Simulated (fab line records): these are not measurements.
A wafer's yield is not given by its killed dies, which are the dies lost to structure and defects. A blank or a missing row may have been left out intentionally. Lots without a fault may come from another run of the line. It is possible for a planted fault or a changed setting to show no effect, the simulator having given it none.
Matching of chambers / flow nandHarc / rieDiel-06 running NHARC_A_CONTACT_ETCH_91: 4 sister chambers
The step etches the open film in CH3F/O2, target depth 40 nm, time 85.7 s. 14 wafers are shown with their chamber, then 6 later ones without.

## WAFERS WITH THEIR CHAMBER
wafer=L458.1; chamber=3; runLengthS (s)=106.4; oesProductAu (a.u.)=0.910; rfVppV (V)=245.7
wafer=L458.2; chamber=1; runLengthS (s)=107.2; oesProductAu (a.u.)=0.925; rfVppV (V)=246.1
wafer=L458.6; chamber=1; runLengthS (s)=107.4; oesProductAu (a.u.)=0.916; rfVppV (V)=246.9
wafer=L463.2; chamber=1; runLengthS (s)=107.7; oesProductAu (a.u.)=0.923; rfVppV (V)=246.2
wafer=L463.3; chamber=0; runLengthS (s)=106.4; oesProductAu (a.u.)=0.914; rfVppV (V)=245.5
wafer=L463.6; chamber=3; runLengthS (s)=106.2; oesProductAu (a.u.)=0.913; rfVppV (V)=246.7
wafer=L465.2; chamber=2; runLengthS (s)=106.9; oesProductAu (a.u.)=0.941; rfVppV (V)=243.8
wafer=L465.3; chamber=3; runLengthS (s)=106.2; oesProductAu (a.u.)=0.917; rfVppV (V)=245.7
wafer=L465.5; chamber=1; runLengthS (s)=107.4; oesProductAu (a.u.)=0.931; rfVppV (V)=246.0
wafer=L470.1; chamber=0; runLengthS (s)=106.3; oesProductAu (a.u.)=0.912; rfVppV (V)=244.8
wafer=L470.2; chamber=3; runLengthS (s)=106.4; oesProductAu (a.u.)=0.915; rfVppV (V)=246.0
wafer=L470.4; chamber=1; runLengthS (s)=107.2; oesProductAu (a.u.)=0.913; rfVppV (V)=246.8
wafer=L471.2; chamber=3; runLengthS (s)=106.3; oesProductAu (a.u.)=0.914; rfVppV (V)=246.8
wafer=L471.4; chamber=1; runLengthS (s)=107.4; oesProductAu (a.u.)=0.916; rfVppV (V)=246.6

SIGNATURES, as means of the wafers listed above
reading=runLengthS; chamber 0=106.350; chamber 1=107.383; chamber 2=106.900; chamber 3=106.300; scatter within a chamber=0.146
reading=oesProductAu; chamber 0=0.91300; chamber 1=0.92067; chamber 2=0.94100; chamber 3=0.91380; scatter within a chamber=0.00512
reading=rfVppV; chamber 0=245.150; chamber 1=246.433; chamber 2=243.800; chamber 3=246.180; scatter within a chamber=0.461
Rule: distance of a wafer from a chamber = root of the sum over the readings of ((wafer's reading minus chamber's mean) / reading's scatter) squared. The wafer belongs to the nearest chamber; if the next one is less than 2 further off, it can't be placed. The scatter: the root of (the sum of the squares of (reading less its chamber's mean) over the shown wafers, divided by (wafers less chambers)).

## WAFERS WHOSE CHAMBER IS MISSING
wafer=L471.5; runLengthS (s)=107.0; oesProductAu (a.u.)=0.933; rfVppV (V)=240.1
wafer=L477.2; runLengthS (s)=106.3; oesProductAu (a.u.)=0.928; rfVppV (V)=246.3
wafer=L477.4; runLengthS (s)=106.6; oesProductAu (a.u.)=0.929; rfVppV (V)=243.8
wafer=L477.5; runLengthS (s)=106.4; oesProductAu (a.u.)=0.924; rfVppV (V)=246.9
wafer=L472.2; runLengthS (s)=107.0; oesProductAu (a.u.)=0.949; rfVppV (V)=241.9
wafer=L472.6; runLengthS (s)=106.4; oesProductAu (a.u.)=0.927; rfVppV (V)=246.1

## EACH ONE'S CHAMBER
wafer=L471.5; from the rows above=2; in truth=2
wafer=L477.2; from the rows above=can't be placed: 3 or 0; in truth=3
wafer=L477.4; from the rows above=can't be placed: 2 or 0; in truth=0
wafer=L477.5; from the rows above=can't be placed: 3 or 0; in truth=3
wafer=L472.2; from the rows above=2; in truth=2
wafer=L472.6; from the rows above=can't be placed: 3 or 0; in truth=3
Correctly placed: 2 of 6. From these rows, 4 cannot be placed; in 4 the true chamber is one of the candidates. Number placed wrongly: 0.
